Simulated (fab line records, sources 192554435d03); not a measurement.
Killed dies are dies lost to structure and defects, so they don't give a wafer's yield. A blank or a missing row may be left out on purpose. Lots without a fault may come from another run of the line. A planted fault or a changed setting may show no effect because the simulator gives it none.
A struck lot beside a sound one | flow n5_finfet | 38 steps out of a route of 1938
Sound: wafers L849.1, L849.3, L849.4. Struck: wafer L861.4. (L861.6 of the same lot was not struck and is left out.) The cause comes at the end.
At each step with rows: each side's tool, then ch and its chambers, then its first start. Under that, the readings that differ: sound wafers | struck wafers | difference of the means | sigmas: that difference in standard deviations of wafers without a fault.
alike: readings whose means differ by less than 2 such deviations, and words and numbers that are the same on both sides. not compared: withheld readings, readings that some wafer has no value for, bounds like >300 that may hide the same value, and numbers for which the record gives no deviation and whose values overlap.
The two part at a step that has a row with sigmas, a row that says differs or no value, or rows on one side only. Numbers that don't overlap but have no deviation are shown without sigmas and don't part them. A reading that every wafer of one side lacks parts them only if that side has two wafers or more.

first, 9 steps without rows for these wafers: N5_BEOL_M10_PEB_26 (peb time 60 s); N5_BEOL_M10_DEVELOP_27 (develop time 30 s); N5_BEOL_M10_DESCUM_33 (chemistry O2, time 7.9 s); N5_BEOL_M10_ETCH_65 (etches SiARC in CF4, target depth 39 nm, time 65 s); N5_BEOL_M10_ETCH_66 (etches SOC in N2/H2, target depth 120 nm, overetch 24 nm, time 180 s); N5_BEOL_M10_STRIP_69 (strips in N2/H2); N5_BEOL_M10_VIA_ETCH_34 (etches SiCOH lowk in C4F6/O2, target depth 184.5 nm, time 69.2 s); N5_BEOL_M10_STRIP_73 (strips in C4F6/O2); N5_BEOL_M10_STRIP_36 (strips in N2/H2).
N5_BEOL_M10_TRENCH_ETCH_37: etches SiCOH lowk in C4F6/O2, target depth 148.83 nm, time 48 s.
  sound on rie_diel-05 ch 0,3, day 11 14:29; struck on rie_diel-05 ch 3, day 15 11:09
  reading                                     | sound             | struck | difference | sigmas
  model.etch.depth_nm (nm)                    | 147.2 147.8 146.3 | 212.2  | +65.1      |
  model.BEOL_M10.feature_depth_nm (nm)        | 147.2 147.8 146.4 | 212.2  | +65.1      |
  model.TiN_of_BEOL_M10_HM_DEP_02.thk_nm (nm) | 16.2 16.2 16.4    | 14.2   | -2.1       |
  alike: drypump_motor_current_A, oes_product_au, rf_fwd_power_W, rf_vpp_V, showerhead_plenum_p_Torr, throttle_valve_pct
  not compared: rf_hours_counter_h
then, 2 steps without rows for these wafers: N5_BEOL_M10_ETCH_41 (etches SiCN in CH3F/O2, target depth 42.6 nm, time 86 s); N5_BEOL_M10_STRIP_77 (strips in N2/H2, time 10 s).
N5_BEOL_M10_OCD_MEAS_38:
  sound on ocd-02, day 11 14:41; struck on ocd-01, day 15 11:19
  reading              | sound             | struck | difference | sigmas
  trench_depth_nm (nm) | 146.7 147.6 146.2 | 212.1  | +65.3      | +33
then, 13 steps without rows for these wafers: N5_BEOL_M10_HM_STRIP_39 (strips TiN in peroxide tin strip, target depth 25 nm, time 158 s); N5_BEOL_M10_SRD_40 (time 30 s); N5_BEOL_M10_PRECLEAN_42 (cleans in residue remover, time 60 s); N5_BEOL_M10_SRD_43 (time 30 s); N5_BEOL_M10_CURE_72 (cures SiCOH lowk, time 120 s); N5_BEOL_M10_DEGAS_44 (time 60 s); N5_BEOL_M10_PRE_CLEAN_45 (time 30 s); N5_BEOL_M10_ALD_74 (deposits TaN, target thk 2 nm, pulse time 2 s, purge time 3 s); N5_BEOL_M10_SURFACE_TREAT_76; N5_BEOL_M10_CVD_75 (deposits Co from CCTBA/H2, target thk 2 nm, time 138.9 s); N5_BEOL_M10_SPUTTER_48 (material Cu, target thk 12 nm, time 2 s); N5_BEOL_M10_ECD_50 (material Cu, target thk 318 nm); N5_BEOL_M10_ANNEAL_51 (time 90 s).
N5_BEOL_M10_CMP_52: polishes, stops on SiCOH lowk, t overpolish 7 s, target thk 140 nm.
  sound on cmp-04 ch 1,2,3, day 11 18:22; struck on cmp-01 ch 1, day 15 14:22
  reading                                 | sound           | struck | difference | sigmas
  model.Cu_of_BEOL_M10_ECD_50.thk_nm (nm) | 138.2 137.8 136 | 204.2  | +66.9      |
  alike: motor_current_A
N5_BEOL_M10_THK_MEAS_53: measures by xrf.
  sound on film_metro-02, day 11 18:37; struck on film_metro-02, day 15 14:40
  reading      | sound             | struck | difference | sigmas
  M10_THK (nm) | 137.2 136.7 135.1 | 204.5  | +68.2      | +28
then, 2 steps without rows for these wafers: N5_BEOL_M10_PRE_CLEAN_55 (time 15 s); N5_BEOL_M10_DEP_56 (deposits SiCN from 3MS/NH3, target thk 15 nm, time 26.5 s).
N5_BEOL_M10_RS_MEAS_57: measures by four-point-probe.
  sound on film_metro-02, day 11 18:45; struck on film_metro-02, day 15 14:48
  reading         | sound                | struck | difference | sigmas
  M10_RS (ohm/sq) | 0.1531 0.1533 0.1559 | 0.1004 | -0.0537    | -20
then, 5 steps without rows for these wafers: N5_BEOL_M11_ILD_DEP_00 (deposits SiCOH lowk from DEMS/porogen, target thk 308.51 nm, time 58 s); N5_BEOL_M11_CURE_71 (cures SiCOH lowk, time 240 s); N5_BEOL_M11_PECVD_70 (deposits SiO2 from TEOS/O2, target thk 20 nm, time 22.7 s); N5_BEOL_M11_HM_DEP_02 (deposits TiN, target thk 20 nm); N5_BEOL_M11_COAT_59 (time 60 s, resist thk 100 nm).
N5_BEOL_M15_RC_MEAS_101:
  sound on prober-02 ch 0, day 13 11:46; struck on prober-02 ch 0, day 17 05:36
  reading                    | sound          | struck | difference | sigmas
  SERP_M10 (ohm/um)          | 3.16 3.17 3.19 | 2.01   | -1.16      | -18
  SERP_M10_max_site (ohm/um) | 3.26 3.25 3.30 | 2.04   | -1.23      | -17
  alike: COMB_M11, COMB_M12, COMB_M12_max_site, COMB_M13, COMB_M14, COMB_M15, COMB_M5, COMB_M6, COMB_M7, COMB_M8, COMB_M9, COMB_M9_max_site, SERP_M11, SERP_M12, SERP_M13, SERP_M14, SERP_M5, SERP_M6, SERP_M7, SERP_M8, SERP_M9
N5_PASSIVATION_PROBE_49:
  the record has rows for the struck wafers here (prober-02, day 17 18:17) and none for the sound ones

WHERE THEY PART
First at N5_BEOL_M10_OCD_MEAS_38; last, within this record, at N5_PASSIVATION_PROBE_49.

WHY: what the simulator had put in
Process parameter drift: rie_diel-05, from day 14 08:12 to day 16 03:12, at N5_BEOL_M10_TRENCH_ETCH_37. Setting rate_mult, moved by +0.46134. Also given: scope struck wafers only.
